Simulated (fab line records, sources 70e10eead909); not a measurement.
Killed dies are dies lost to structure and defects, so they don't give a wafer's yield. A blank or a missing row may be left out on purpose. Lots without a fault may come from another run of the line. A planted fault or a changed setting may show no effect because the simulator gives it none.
A sampling plan put to the test | flow nand_harc | one fab line, 31 faults that these records tell of, each judged on the records of the lots that it struck; 1 more is left out, because the records don't allow judging it
The plan is the line's own looks: the steps of the route at which a gauge or an inspection reads the wafer and doesn't change it. A look can be judged if struck wafers have a number there and the file gives its usual mean and standard deviation on fault-free wafers. Caught: at a look after the fault's first step, the mean of the struck wafers lies 4 or more of those standard deviations (sigma) from the usual mean. On the tool: the same test on the tool's own readings at the fault's steps. Another recipe on the struck wafers, or a record that is blank for them alone, also counts as caught.

THE FAULTS, as the simulator had put them in
1. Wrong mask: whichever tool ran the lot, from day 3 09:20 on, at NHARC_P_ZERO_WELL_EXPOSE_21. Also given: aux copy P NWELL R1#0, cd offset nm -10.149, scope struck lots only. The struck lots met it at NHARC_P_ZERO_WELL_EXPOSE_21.
2. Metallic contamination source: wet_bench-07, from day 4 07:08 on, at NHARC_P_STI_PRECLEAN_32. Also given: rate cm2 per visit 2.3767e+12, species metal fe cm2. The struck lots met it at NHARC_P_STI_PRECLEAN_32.
3. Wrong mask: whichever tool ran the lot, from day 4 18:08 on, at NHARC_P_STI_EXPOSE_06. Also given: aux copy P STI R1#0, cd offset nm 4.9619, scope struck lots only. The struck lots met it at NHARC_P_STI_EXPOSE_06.
4. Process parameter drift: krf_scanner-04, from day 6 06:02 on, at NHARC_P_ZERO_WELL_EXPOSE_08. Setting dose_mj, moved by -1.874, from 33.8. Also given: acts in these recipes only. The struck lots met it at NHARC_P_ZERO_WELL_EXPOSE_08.
5. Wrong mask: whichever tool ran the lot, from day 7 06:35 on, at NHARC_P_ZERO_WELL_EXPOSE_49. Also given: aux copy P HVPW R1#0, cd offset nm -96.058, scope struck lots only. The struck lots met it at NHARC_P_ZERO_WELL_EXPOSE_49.
6. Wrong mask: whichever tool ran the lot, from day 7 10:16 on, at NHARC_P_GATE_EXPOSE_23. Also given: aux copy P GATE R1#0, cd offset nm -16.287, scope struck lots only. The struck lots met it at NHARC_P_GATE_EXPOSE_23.
7. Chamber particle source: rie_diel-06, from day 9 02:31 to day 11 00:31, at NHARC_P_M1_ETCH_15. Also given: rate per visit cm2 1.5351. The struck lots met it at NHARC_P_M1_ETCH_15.
8. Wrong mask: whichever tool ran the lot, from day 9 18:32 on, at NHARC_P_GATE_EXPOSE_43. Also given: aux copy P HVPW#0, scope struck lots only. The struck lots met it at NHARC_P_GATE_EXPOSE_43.
9. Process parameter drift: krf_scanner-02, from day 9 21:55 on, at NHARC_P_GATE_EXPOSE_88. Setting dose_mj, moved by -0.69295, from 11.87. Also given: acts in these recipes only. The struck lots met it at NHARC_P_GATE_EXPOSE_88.
10. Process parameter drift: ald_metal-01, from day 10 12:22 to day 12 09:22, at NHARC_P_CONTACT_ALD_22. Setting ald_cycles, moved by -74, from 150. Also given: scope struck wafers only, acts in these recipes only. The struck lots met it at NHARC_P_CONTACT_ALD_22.
11. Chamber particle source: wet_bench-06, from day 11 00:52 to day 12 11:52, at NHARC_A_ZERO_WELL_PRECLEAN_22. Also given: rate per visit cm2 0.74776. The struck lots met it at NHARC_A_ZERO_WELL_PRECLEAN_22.
12. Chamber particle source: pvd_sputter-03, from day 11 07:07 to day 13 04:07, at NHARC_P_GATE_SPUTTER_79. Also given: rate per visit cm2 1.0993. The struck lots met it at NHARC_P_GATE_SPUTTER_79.
13. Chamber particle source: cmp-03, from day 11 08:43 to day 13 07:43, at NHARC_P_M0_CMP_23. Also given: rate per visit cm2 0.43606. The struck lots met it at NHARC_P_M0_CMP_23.
14. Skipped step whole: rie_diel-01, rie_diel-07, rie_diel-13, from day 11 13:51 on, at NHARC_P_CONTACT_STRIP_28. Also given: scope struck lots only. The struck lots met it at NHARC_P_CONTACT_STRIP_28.
15. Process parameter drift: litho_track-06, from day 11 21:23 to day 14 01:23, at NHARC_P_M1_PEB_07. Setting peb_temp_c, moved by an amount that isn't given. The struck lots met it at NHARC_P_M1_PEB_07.
16. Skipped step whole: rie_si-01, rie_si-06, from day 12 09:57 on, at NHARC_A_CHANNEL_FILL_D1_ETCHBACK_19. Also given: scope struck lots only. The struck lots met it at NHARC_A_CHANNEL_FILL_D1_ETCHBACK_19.
17. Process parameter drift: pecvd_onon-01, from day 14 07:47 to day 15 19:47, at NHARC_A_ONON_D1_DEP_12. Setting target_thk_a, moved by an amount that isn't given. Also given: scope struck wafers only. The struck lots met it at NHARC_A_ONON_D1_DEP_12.
18. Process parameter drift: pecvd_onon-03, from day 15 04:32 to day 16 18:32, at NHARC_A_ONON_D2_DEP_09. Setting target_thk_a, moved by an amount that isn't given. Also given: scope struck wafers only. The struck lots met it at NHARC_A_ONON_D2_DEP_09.
19. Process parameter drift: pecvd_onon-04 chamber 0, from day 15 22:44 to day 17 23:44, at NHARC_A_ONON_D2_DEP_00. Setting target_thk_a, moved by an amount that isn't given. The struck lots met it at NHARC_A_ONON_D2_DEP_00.
20. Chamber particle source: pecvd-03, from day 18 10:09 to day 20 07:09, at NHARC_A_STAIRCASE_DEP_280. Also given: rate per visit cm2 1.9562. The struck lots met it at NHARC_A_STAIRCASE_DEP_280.
21. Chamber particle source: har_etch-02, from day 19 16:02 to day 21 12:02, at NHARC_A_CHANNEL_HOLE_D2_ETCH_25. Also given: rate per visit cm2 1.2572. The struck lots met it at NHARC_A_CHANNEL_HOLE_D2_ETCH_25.
22. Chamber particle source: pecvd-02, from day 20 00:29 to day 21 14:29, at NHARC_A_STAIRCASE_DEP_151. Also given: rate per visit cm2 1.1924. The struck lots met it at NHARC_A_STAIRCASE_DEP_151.
23. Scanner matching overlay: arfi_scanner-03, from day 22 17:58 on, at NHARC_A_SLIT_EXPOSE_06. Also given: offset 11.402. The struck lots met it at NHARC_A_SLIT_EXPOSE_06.
24. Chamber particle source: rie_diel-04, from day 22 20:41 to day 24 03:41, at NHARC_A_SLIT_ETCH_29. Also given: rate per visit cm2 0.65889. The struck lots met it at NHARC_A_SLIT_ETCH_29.
25. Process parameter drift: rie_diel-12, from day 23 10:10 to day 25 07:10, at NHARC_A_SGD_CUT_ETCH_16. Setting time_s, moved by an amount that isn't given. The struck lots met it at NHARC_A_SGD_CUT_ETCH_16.
26. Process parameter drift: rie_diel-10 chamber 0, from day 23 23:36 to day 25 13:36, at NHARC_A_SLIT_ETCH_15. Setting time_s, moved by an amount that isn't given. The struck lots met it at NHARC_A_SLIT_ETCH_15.
27. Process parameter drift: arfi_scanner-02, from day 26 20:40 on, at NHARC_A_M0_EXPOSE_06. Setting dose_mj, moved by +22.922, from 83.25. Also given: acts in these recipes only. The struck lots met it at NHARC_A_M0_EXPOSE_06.
28. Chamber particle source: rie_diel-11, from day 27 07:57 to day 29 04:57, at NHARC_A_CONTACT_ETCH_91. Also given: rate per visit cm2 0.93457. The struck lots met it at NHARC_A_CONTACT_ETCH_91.
29. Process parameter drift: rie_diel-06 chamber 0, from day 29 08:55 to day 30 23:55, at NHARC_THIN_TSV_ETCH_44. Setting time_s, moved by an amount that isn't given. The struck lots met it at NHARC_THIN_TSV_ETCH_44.
30. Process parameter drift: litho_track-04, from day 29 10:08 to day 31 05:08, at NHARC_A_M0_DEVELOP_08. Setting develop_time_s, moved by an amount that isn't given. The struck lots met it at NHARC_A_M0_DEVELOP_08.
31. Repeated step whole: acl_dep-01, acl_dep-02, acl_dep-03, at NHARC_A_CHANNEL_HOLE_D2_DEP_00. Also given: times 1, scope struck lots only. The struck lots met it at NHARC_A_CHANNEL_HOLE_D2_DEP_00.

WHAT THE PLAN SAW
fault | on the tool itself                               | first look that catches it                      | reading, sigma                                                | median hours from its first step to that look | hours from the fault's start to the first struck lot there | judged looks passed uncaught
1     | no reading that can be judged                    | NHARC_P_ZERO_WELL_CD_MEAS_24                    | cd_nm -7.0                                                    | 0.1                                           | 5                                                          | 0
2     | under 2 sigma                                    | NHARC_END_WLT_00                                | VT_DECK2_TOP_INNER +20                                        | 510.7                                         | 512                                                        | 1
3     | under 2 sigma                                    | none of the 2 looks that can be judged after it | strongest: trench_foot_cd_nm at NHARC_P_STI_OCD_MEAS_17, +2.5 | -                                             | -                                                          | 2
4     | exposure_dose_mJ_cm2 -48 sigma                   | NHARC_P_ZERO_WELL_CD_MEAS_11                    | cd_nm -4.4                                                    | 0.2                                           | 5                                                          | 0
5     | no reading that can be judged                    | NHARC_P_ZERO_WELL_CD_MEAS_52                    | cd_nm -49                                                     | 0.2                                           | 5                                                          | 0
6     | no reading that can be judged                    | NHARC_P_GATE_CD_MEAS_26                         | cd_nm -25                                                     | 0.1                                           | 2                                                          | 0
7     | under 2 sigma                                    | NHARC_END_SORT_01                               | killed_at_periphery +31                                       | 444.1                                         | 456                                                        | 1
8     | no reading that can be judged                    | NHARC_END_SORT_01                               | killed_at_periphery +99 or beyond                             | 461.3                                         | 464                                                        | 0
9     | exposure_dose_mJ_cm2 -57 sigma                   | NHARC_P_GATE_CD_MEAS_91                         | cd_nm -6.6                                                    | 0.1                                           | 25                                                         | 0
10    | under 2 sigma                                    | NHARC_END_SORT_01                               | killed_at_periphery +99 or beyond                             | 437.3                                         | 447                                                        | 0
11    | no reading that can be judged                    | NHARC_A_ZERO_WELL_INSPECT_17                    | raw_defect_count +76                                          | 0.3                                           | 4                                                          | 0
12    | no reading that can be judged                    | NHARC_P_GATE_INSPECT_68                         | raw_defect_count +9.0                                         | 0.8                                           | 12                                                         | 0
13    | under 2 sigma                                    | NHARC_P_M1_INSPECT_11                           | raw_defect_count +99 or beyond                                | 1.9                                           | 22                                                         | 1
14    | the tool's record is blank for the struck wafers | NHARC_END_SORT_01                               | killed_at_periphery +99 or beyond                             | 438.6                                         | 441                                                        | 0
15    | plate_temp_C -20 sigma                           | NHARC_P_M1_CD_MEAS_09                           | cd_nm -15                                                     | 0.1                                           | 9                                                          | 0
16    | the tool's record is blank for the struck wafers | NHARC_END_SORT_01                               | killed_at_array +26                                           | 350.3                                         | 351                                                        | 0
17    | no reading that can be judged                    | NHARC_A_ONON_D1_THK_MEAS_14                     | thk_nm +88                                                    | 0.4                                           | 14                                                         | 0
18    | no reading that can be judged                    | NHARC_A_ONON_D2_THK_MEAS_11                     | thk_nm +42                                                    | 0.4                                           | 15                                                         | 0
19    | no reading that can be judged                    | NHARC_A_ONON_D2_THK_MEAS_02                     | thk_nm -27                                                    | 0.4                                           | 6                                                          | 0
20    | under 2 sigma                                    | not the one look that can be judged after it    | strongest: killed_at_array at NHARC_END_SORT_01, +3.5         | -                                             | -                                                          | 1
21    | under 2 sigma                                    | NHARC_A_CHANNEL_HOLE_D2_INSPECT_40              | raw_defect_count +7.4                                         | 2.7                                           | 13                                                         | 0
22    | under 2 sigma                                    | NHARC_END_SORT_01                               | killed_dies +4.9                                              | 159.0                                         | 193                                                        | 0
23    | no reading that can be judged                    | NHARC_A_SLIT_OVL_MEAS_10                        | overlay_x_nm +14                                              | 0.2                                           | 40                                                         | 0
24    | under 2 sigma                                    | NHARC_A_SIN_REMOVE_INSPECT_04                   | raw_defect_count +5.1                                         | 6.7                                           | 28                                                         | 0
25    | run_length_s -30 sigma                           | NHARC_END_SORT_01                               | killed_dies +23                                               | 126.4                                         | 137                                                        | 0
26    | run_length_s -99 or beyond sigma                 | NHARC_END_SORT_01                               | killed_at_array +26                                           | 105.6                                         | 125                                                        | 0
27    | exposure_dose_mJ_cm2 +99 or beyond sigma         | NHARC_A_M0_CD_MEAS_09                           | cd_nm +22                                                     | 0.1                                           | 13                                                         | 0
28    | under 2 sigma                                    | none of the 3 looks that can be judged after it | strongest: killed_at_array at NHARC_END_SORT_01, +2.7         | -                                             | -                                                          | 3
29    | run_length_s -99 or beyond sigma                 | NHARC_END_SORT_01                               | killed_at_other +99 or beyond                                 | 19.7                                          | 56                                                         | 0
30    | no reading that can be judged                    | NHARC_A_M0_CD_MEAS_09                           | cd_nm -6.1                                                    | 0.6                                           | 26                                                         | 0
31    | under 2 sigma                                    | NHARC_END_SORT_01                               | killed_dies +26                                               | 268.9                                         | -                                                          | 1
A dash: the fault isn't caught, or these records don't give the number.

Caught at a look: 28 of 31. Caught on the tool: 9 of 31. By one or the other: 28 of 31.
Caught at a look alone: faults 1, 2, 5, 6, 7, 8, 10, 11, 12, 13, 17, 18, 19, 21, 22, 23, 24, 30, 31.
Caught by neither: faults 3, 20, 28.

THINNER SAMPLING
If the look that catches a fault measured only every second or every third lot, by lot number, the first struck lot would be measured this late in the worst case:
fault | struck lots at that look, in order of time | every lot | every second lot | every third lot
1     | L423                                       | 5 h       | may miss it      | may miss it
2     | L661, L668                                 | 512 h     | 592 h            | may miss all 2
4     | L626, L631, L632                           | 5 h       | 55 h             | may miss all 3
5     | L524                                       | 5 h       | may miss it      | may miss it
6     | L138                                       | 2 h       | may miss it      | may miss it
7     | L855, L856                                 | 456 h     | 463 h            | may miss all 2
8     | L632                                       | 464 h     | may miss it      | may miss it
9     | L666, L670                                 | 25 h      | may miss all 2   | may miss all 2
10    | L401, L403                                 | 447 h     | may miss all 2   | may miss all 2
11    | L228, L230                                 | 4 h       | may miss all 2   | may miss all 2
12    | L147, L148                                 | 12 h      | 13 h             | may miss all 2
13    | L819, L821                                 | 22 h      | may miss all 2   | may miss all 2
14    | L928, L927, L929                           | 441 h     | 446 h            | 481 h
15    | L502, L504                                 | 9 h       | may miss all 2   | may miss all 2
16    | L601, L602                                 | 351 h     | 376 h            | may miss all 2
17    | L682, L684                                 | 14 h      | may miss all 2   | may miss all 2
18    | L830, L831, L833                           | 15 h      | 26 h             | may miss all 3
19    | L999, L102                                 | 6 h       | 36 h             | may miss all 2
21    | L128, L129                                 | 13 h      | 23 h             | may miss all 2
22    | L122                                       | 193 h     | may miss it      | may miss it
23    | L158, L159                                 | 40 h      | 48 h             | may miss all 2
24    | L719, L718                                 | 28 h      | 32 h             | may miss all 2
25    | L136, L139                                 | 137 h     | 161 h            | may miss all 2
26    | L460                                       | 125 h     | may miss it      | may miss it
27    | L654, L655, L656, L657                     | 13 h      | 16 h             | 18 h
29    | L151                                       | 56 h      | may miss it      | may miss it
30    | L193, L194                                 | 26 h      | 26 h             | may miss all 2
Hours are from the fault's start to the first struck lot that is measured. The limit of 4 sigma was tested on all struck wafers together, so one lot alone may lie under it. Other struck lots may not be in these records.

THE LONGEST TIMED WAY FROM STEP TO LOOK
Fault 2: a median of 510.7 hours passes between NHARC_P_STI_PRECLEAN_32 and NHARC_END_WLT_00. The look between them that can be judged stayed within 4 sigma: NHARC_THIN_TSV_CD_MEAS_37.
